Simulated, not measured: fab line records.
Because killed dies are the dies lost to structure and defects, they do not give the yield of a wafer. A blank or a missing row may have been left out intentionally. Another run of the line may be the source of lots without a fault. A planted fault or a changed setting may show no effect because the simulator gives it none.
Chamber matching :: flow nand_harc :: 4 sister chambers for NHARC_P_M2_CMP_23 on cmp-03
The step polishes, t overpolish 20 s, target thk 144.3 nm. 4 wafers are shown with their chamber, then 9 later ones without.

WAFERS PAIRED WITH THEIR CHAMBERS
wafer: L317.2
chamber: 2
motor_current_A (A): 13.5

wafer: L316.2
chamber: 1
motor_current_A (A): 14.1

wafer: L316.3
chamber: 0
motor_current_A (A): 10.9

wafer: L316.4
chamber: 3
motor_current_A (A): 11.9

WAFERS WHOSE CHAMBER IS MISSING
wafer: L324.1
motor_current_A (A): 13.3

wafer: L324.2
motor_current_A (A): 10.7

wafer: L324.3
motor_current_A (A): 11.0

wafer: L328.1
motor_current_A (A): 11.4

wafer: L328.3
motor_current_A (A): 13.7

wafer: L328.6
motor_current_A (A): 11.6

wafer: L329.2
motor_current_A (A): 13.6

wafer: L329.4
motor_current_A (A): 12.9

wafer: L329.5
motor_current_A (A): 11.1

THE CHAMBER EACH PASSED THROUGH
wafer: L324.1
from the rows above: can't be placed: 2 or 1
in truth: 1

wafer: L324.2
from the rows above: 0
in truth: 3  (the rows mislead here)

wafer: L324.3
from the rows above: 0
in truth: 0

wafer: L328.1
from the rows above: can't be placed: 0 or 3
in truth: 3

wafer: L328.3
from the rows above: can't be placed: 2 or 1
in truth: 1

wafer: L328.6
from the rows above: can't be placed: 3 or 0
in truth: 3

wafer: L329.2
from the rows above: can't be placed: 2 or 1
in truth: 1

wafer: L329.4
from the rows above: can't be placed: 2 or 3 or 1
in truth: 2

wafer: L329.5
from the rows above: can't be placed: 0 or 3
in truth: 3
Correct placement for 1 of the 9. From these rows, 7 cannot be placed; in 7 the true chamber is one of the candidates. Placed wrongly: 1.
How it was worked out, from the rows above alone: a wafer's distance from a chamber is the root of the sum, over the readings, of the square of ((its reading less the chamber's mean) divided by the reading's scatter). The wafer belongs to the nearest chamber; if the next one is less than 2 further off, it can't be placed. The mean given for a chamber averages the wafers shown for that chamber. The scatter: with one shown wafer a chamber, the root of the mean of the squares of how far each hidden wafer lies from its nearest shown one.
